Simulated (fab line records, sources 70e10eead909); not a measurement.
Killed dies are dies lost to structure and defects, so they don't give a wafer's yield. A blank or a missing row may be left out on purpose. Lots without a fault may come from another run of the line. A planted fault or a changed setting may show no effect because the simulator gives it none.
fab line records | flow nand_harc
record lots=6 wafers=18 last_day=33
route steps=1302 shown A_CHANNEL_HOLE_D1@487 A_CHANNEL_FILL_D1@490
lots that met no fault: from a run of the same line without faults
start_h: hours from the record's first day to the start of the lot's first wafer shown | wait_h: hours since the lot's step before | " the same as in the row above | L1.1+2: a row that stands for several wafers | - no value, or no start given | * or withheld: withheld | < > ~ a bound
route shown NAME@n: a module of which the file shows steps, and the number in the route of the first | usual: mean/standard deviation of fault-free wafers | same: alike in all rows | chamber/n: place in a boat | sites: the reading at each site | _std_site: their standard deviation | _edge_site: outer sites' mean less inner sites' | radius_mm: how far each site lies from the wafer's centre | mask NAME#n: copy n | behind: the tool/chamber that last shaped the wafer | hold: why the lot was held/for how many hours/how that ended | device: the transistor (n, p or np) that didn't switch | end of line: the same wafers' tests at the end of the route | a step without rows: its recipe alone | killed: dies lost to structure and defects at the first sort, not the wafer's yield | map: a wafer's dies, x killed, . not, _ none there
set.NAME: the setting as run; set.NAME@STEP: as run at that earlier step | model.NAME: the simulator's own value behind a step, which no gauge read
lots at some steps of the route; a table a step, a row a wafer
services: from which hour (start_h, from the record's first day; less than 0 if before it) a tool's chamber was out of use, for how many hours, and why
## steps
# step NHARC_A_CHANNEL_HOLE_D1_CD_MEAS_30
# usual cd_nm=89.9/0.92
# columns lot.wafer tool chamber start_h wait_h cd_nm
L147.2 cd_sem-01 - 221.97 - 89.6
L147.4 " - " " 88.8
L147.6 " - " " 89.6
L149.1 cd_sem-02 - 249.12 - 90.0
L149.3 " - " " 89.3
L149.4 " - " " 89.9
L160.1 cd_sem-02 - 352.26 - 90.2
L160.5 " - " " 89.9
L160.6 " - " " 89.1
L162.2 cd_sem-02 - 373.03 0.1 88.4
L162.4 " - " " 89.7
L162.6 " - " " 90.0
L164.4 cd_sem-03 - 391.79 - 89.1
L164.5 " - " " 89.2
L164.6 " - " " 88.2
L165.1 cd_sem-01 - 418.40 - 90.3
L165.3 " - " " 91.1
L165.4 " - " " 89.5
# step NHARC_A_CHANNEL_HOLE_D1_XSEM_31
# recipe landing_energy_ev=35000
# usual bot_cd_nm=74.5/1.1 bow_nm=8.61/0.27 tilt_deg=0.09/0.053
# columns lot.wafer tool chamber start_h wait_h bot_cd_nm bow_nm tilt_deg
L147.2 xsem-01 0 222.06 0.1 73.6 8.41 0.08
L147.4 " 0 " " 73.1 8.44 0.08
L147.6 " 0 " " 73.9 8.49 0.08
L149.1 xsem-02 0 249.22 0.1 73.9 8.33 0.17
L149.3 " 0 " " 73.7 8.37 0.17
L149.4 " 0 " " 74.1 8.32 0.17
L160.1 xsem-01 0 352.35 0.1 75.5 8.35 0.05
L160.5 " 0 " " 75.2 8.28 0.05
L160.6 " 0 " " 74.4 8.21 0.05
L162.2 xsem-01 0 373.12 0.1 72.5 8.37 0.07
L162.4 " 0 " " 74.4 8.41 0.06
L162.6 " 0 " " 74.8 8.41 0.06
L164.4 xsem-01 0 391.88 0.1 73.5 8.65 0.05
L164.5 " 0 " " 72.6 8.67 0.05
L164.6 " 0 " " 72.9 8.70 0.05
L165.1 xsem-02 0 418.49 0.1 75.6 8.54 0.10
L165.3 " 0 " " 76.6 8.59 0.10
L165.4 " 0 " " 74.5 8.55 0.10
# step NHARC_A_CHANNEL_HOLE_D1_INSPECT_40
# usual raw_defect_count=75/26
# columns lot.wafer tool chamber start_h wait_h raw_defect_count
L147.2 defect_inspect-01 - 222.16 - 117
L147.4 " - " " 86
L147.6 " - " " 116
L149.1 defect_inspect-01 - 249.31 - 102
L149.3 " - " " 85
L149.4 " - " " 108
L160.1 defect_inspect-01 - 352.45 - 102
L160.5 " - " " 67
L160.6 " - " " 99
L162.2 defect_inspect-01 - 373.22 - 108
L162.4 " - " " 104
L162.6 " - " " 92
L164.4 defect_inspect-02 - 391.97 - 66
L164.5 " - " " 84
L164.6 " - " " 70
L165.1 defect_inspect-01 - 418.59 - 48
L165.3 " - " " 61
L165.4 " - " " 55
# step NHARC_A_CHANNEL_FILL_D1_PRECLEAN_00
# recipe time_s=* temp_c=50 bath_age_min=0 chemistry=SC1
# step NHARC_A_CHANNEL_FILL_D1_SRD_01
# step NHARC_A_CHANNEL_FILL_D1_ALD_02
# recipe target_thk_a=60 pulse_time_s=10 ald_cycles=60 temp_c=300 material=SiO2
# usual heater_power_w=487/53 precursor_pulse_height_rel=1.000/0.019
# same ald_cycles=60
# columns lot.wafer tool chamber start_h wait_h heater_power_w precursor_pulse_height_rel
L147.2 ald_hk-04 2 222.42 - 575 0.951
L147.4 " 3 " " 445 0.975
L147.6 " 1 " " 495 1.028
L149.1 ald_hk-01 3 249.51 - 452 1.007
L149.3 " 1 " " 398 0.997
L149.4 " 2 " " 469 0.999
L160.1 ald_hk-04 1 358.74 - 499 1.014
L160.6 " 0 " " 529 0.986
L160.5 " 1 " " 510 0.995
L162.4 ald_hk-01 2 373.41 - 454 1.027
L162.2 " 0 " " 561 1.023
L162.6 " 2 " " 447 0.975
L164.4 ald_hk-02 2 392.60 - 446 0.997
L164.5 " 3 " " 477 1.021
L164.6 " 0 " " 500 0.994
L165.4 ald_hk-01 2 418.78 - 439 1.009
L165.3 " 3 " " 414 0.996
L165.1 " 0 " " 543 0.977
# step NHARC_A_CHANNEL_FILL_D1_ALD_03
# recipe target_thk_a=60 pulse_time_s=60 ald_cycles=58 temp_c=630 pressure_torr=2 material=SiNx
# step NHARC_A_CHANNEL_FILL_D1_ALD_14
# recipe target_thk_a=25 pulse_time_s=10 ald_cycles=25 temp_c=300 material=SiO2
# usual heater_power_w=494/53 precursor_pulse_height_rel=0.998/0.018
# same ald_cycles=25
# columns lot.wafer tool chamber start_h wait_h heater_power_w precursor_pulse_height_rel
L147.4 ald_hk-02 2 229.52 0.2 445 0.998
L147.2 " 3 " " 467 1.011
L147.6 " 0 " " 486 1.005
L149.1 ald_hk-02 3 257.00 0.1 477 1.030
L149.3 " 0 " " 476 1.015
L149.4 " 1 " " 601 1.024
L160.1 ald_hk-02 0 365.83 0.2 496 0.999
L160.5 " 1 " " 571 0.968
L160.6 " 2 " " 450 1.003
L162.2 ald_hk-02 1 380.50 0.1 567 1.016
L162.4 " 2 " " 444 0.995
L162.6 " 0 " " 488 0.988
L164.4 ald_hk-04 1 399.64 0.0 504 0.975
L164.5 " 1 " " 508 1.016
L164.6 " 2 " " 562 1.029
L165.1 ald_hk-04 1 425.11 0.0 506 0.991
L165.3 " 2 " " 560 1.004
L165.4 " 0 " " 535 0.993
# step NHARC_A_CHANNEL_FILL_D1_ALD_15
# recipe target_thk_a=20 pulse_time_s=60 ald_cycles=19 temp_c=630 pressure_torr=2 material=SiNx
# step NHARC_A_CHANNEL_FILL_D1_ALD_16
# recipe target_thk_a=15 pulse_time_s=10 ald_cycles=15 temp_c=300 material=SiO2
# usual heater_power_w=499/52 precursor_pulse_height_rel=1.000/0.021
# same ald_cycles=15
# columns lot.wafer tool chamber start_h wait_h heater_power_w precursor_pulse_height_rel
L147.2 ald_hk-02 2 234.64 0.0 445 0.996
L147.4 " 3 " " 472 0.997
L147.6 " 3 " " 478 1.009
L149.3 ald_hk-01 1 262.24 0.1 400 0.985
L149.1 " 2 " " 459 0.988
L149.4 " 3 " " 454 1.006
L160.1 ald_hk-04 2 370.94 0.1 578 1.005
L160.6 " 1 " " 514 1.008
L160.5 " 2 " " 568 1.021
L162.4 ald_hk-04 2 383.03 0.1 587 0.993
L162.2 " 1 " " 496 0.988
L162.6 " 3 " " 450 0.970
L164.4 ald_hk-02 1 405.02 0.0 562 1.009
L164.6 " 1 " " 552 1.006
L164.5 " 2 " " 457 1.037
L165.4 ald_hk-04 1 430.32 0.0 517 0.983
L165.3 " 2 " " 568 1.012
L165.1 " 0 " " 528 1.021
# step NHARC_A_CHANNEL_FILL_D1_ANNEAL_17
# recipe temp_c=850 time_s=1800
# step NHARC_A_CHANNEL_FILL_D1_CVD_18
# recipe target_thk_a=30 temp_c=550 material=poly-Si
# step NHARC_A_CHANNEL_FILL_D1_ETCHBACK_19
# recipe target_depth_a=50 time_s=1.7 hbr_flow_sccm=150 cl2_flow_sccm=50 rf_w=400 icp_w=400 bias_w=100 chemistry=HBr/Cl2
# usual drypump_motor_current_A=5.6/0.35 oes_product_au=1.000/0.0074 throttle_valve_pct=26.404/0.0092
# same time_s=1.7
# columns lot.wafer tool chamber start_h wait_h drypump_motor_current_A oes_product_au rf_hours_counter_h throttle_valve_pct
L147.4 rie_si-03 0 246.51 0.4 5.3 0.998 0.1 26.414
L147.2 " 1 " " 5.8 0.991 0.1 26.404
L147.6 " 2 " " 5.1 1.010 - 26.393
L149.4 rie_si-06 0 277.60 0.4 5.7 1.007 0.2 26.397
L149.1 " 1 " " 6.0 1.005 0.1 26.408
L149.3 " 3 " " 5.5 1.000 0.1 26.397
L160.1 rie_si-03 3 382.66 0.4 5.9 0.754 0.8 26.404
L160.5 " 3 " " 5.9 1.010 - 26.401
L160.6 " 0 " " 5.3 0.988 - 26.414
L162.2 rie_si-03 0 395.16 0.4 5.3 0.979 0.7 26.392
L162.4 " 1 " " 5.8 0.741 0.9 26.380
L162.6 " 3 " " 5.9 0.996 - 26.411
L164.4 rie_si-06 3 416.90 0.4 5.5 0.996 0.9 26.415
L164.6 " 2 " " 5.3 0.997 - 26.405
L164.5 " 3 " " 5.5 1.011 - 26.392
L165.4 rie_si-06 3 444.71 0.4 5.5 0.994 0.1 26.401
L165.3 " 0 " " 5.7 1.010 0.1 26.402
L165.1 " 1 " " 6.0 1.011 0.1 26.411
# step NHARC_A_CHANNEL_FILL_D1_ETCHBACK_20
# recipe target_depth_a=270 time_s=13.5 c4f8_flow_sccm=withheld o2_flow_sccm=8 ar_flow_sccm=withheld rf_w=600 bias_w=1500 chemistry=C4F8/O2/Ar
# usual oes_product_au=0.96/0.034 rf_vpp_V=979/5.5
# same time_s=13.5
# columns lot.wafer tool chamber start_h wait_h oes_product_au rf_hours_counter_h rf_vpp_V
L147.2 rie_diel-07 2 246.61 - 0.92 4.7 985
L147.4 " 0 " " 0.94 5.8 987
L147.6 " 3 " " 0.94 - 988
L149.3 rie_diel-10 1 277.73 - 0.99 1.5 979
L149.4 " 3 " " 0.99 1.6 973
L149.1 " 0 " " 0.99 1.6 981
L160.1 rie_diel-09 2 382.78 - 0.93 4.5 980
L160.6 " 2 " " 0.92 - 979
L160.5 " 3 " " 0.93 - 976
L162.2 rie_diel-09 3 395.29 - 0.99 5.5 977
L162.4 " 1 " " 1.00 5.5 976
L162.6 " 2 " " 1.00 - 979
L164.4 rie_diel-07 2 417.03 - 0.92 6.7 984
L164.5 " 0 " " 0.93 - 987
L164.6 " 1 " " 0.93 - 972
L165.1 rie_diel-10 3 444.83 - 1.00 0.3 971
L165.3 " 0 " " 1.00 0.3 981
L165.4 " 1 " " 0.99 0.3 978
## services
# columns tool chamber start_h hours kind
rie_diel-07 1 200.25 9.8 repair
ald_hk-02 - 203.25 1.4 repair
rie_si-03 - 221.00 9.0 pm
rie_diel-09 0 226.41 1.3 repair
rie_diel-10 - 242.51 9.0 pm
rie_si-06 - 249.00 9.0 pm
ald_hk-04 - 257.47 10.0 pm
ald_hk-01 - 264.41 1.0 repair
xsem-01 - 264.68 0.8 repair
rie_diel-10 3 278.59 6.0 repair
ald_hk-01 - 285.58 2.4 repair
rie_si-03 2 292.81 3.5 repair
rie_diel-07 - 294.20 9.0 pm
ald_hk-01 - 296.00 10.0 pm
rie_diel-09 - 301.63 0.3 repair
rie_diel-10 1 310.79 12.8 repair
rie_diel-07 2 313.06 3.7 repair
rie_diel-07 3 313.56 14.5 repair
rie_si-03 - 342.32 0.1 repair
rie_si-03 0 353.26 14.9 repair
xsem-01 - 374.00 14.0 pm
rie_si-03 - 398.00 9.0 pm
rie_si-06 - 426.00 9.0 pm
ald_hk-04 - 435.47 10.0 pm
## key
first_sign step=NHARC_A_CHANNEL_FILL_D1_ETCHBACK_19 reading=oes_product_au direction=down sigmas=34 usual=1.000 struck=0.748
effect none on later readings
met_at NHARC_A_CHANNEL_FILL_D1_ETCHBACK_19
struck_wafers L160.1,L162.4
later_rows_left_out L162.4
sort_left_out L160.1,L162.4
tester_left_out L160,L162
onset_between 246.51 382.66
fault kind=process_parameter_drift tool=rie_si-03 chamber=- onset_h=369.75 steps=NHARC_A_CHANNEL_FILL_D1_ETCHBACK_19 channel=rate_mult offset=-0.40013 shape=step end_h=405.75 scope=struck_wafers_only
# tester_left_out: of these lots the tester's yield and bins aren't shown, on N5 and GAA mostly nor the transistor test; their killed dies are dies lost to structure and defects alone, not to doping, threshold or leakage, so they don't give the yield
# sort_left_out: the simulated sort isn't trusted on such a fault, so these wafers' sort isn't shown, and their yield isn't known
# later_rows_left_out: the simulator's readings of these wafers behind a module that went badly wrong aren't trusted and aren't shown, but for the sort
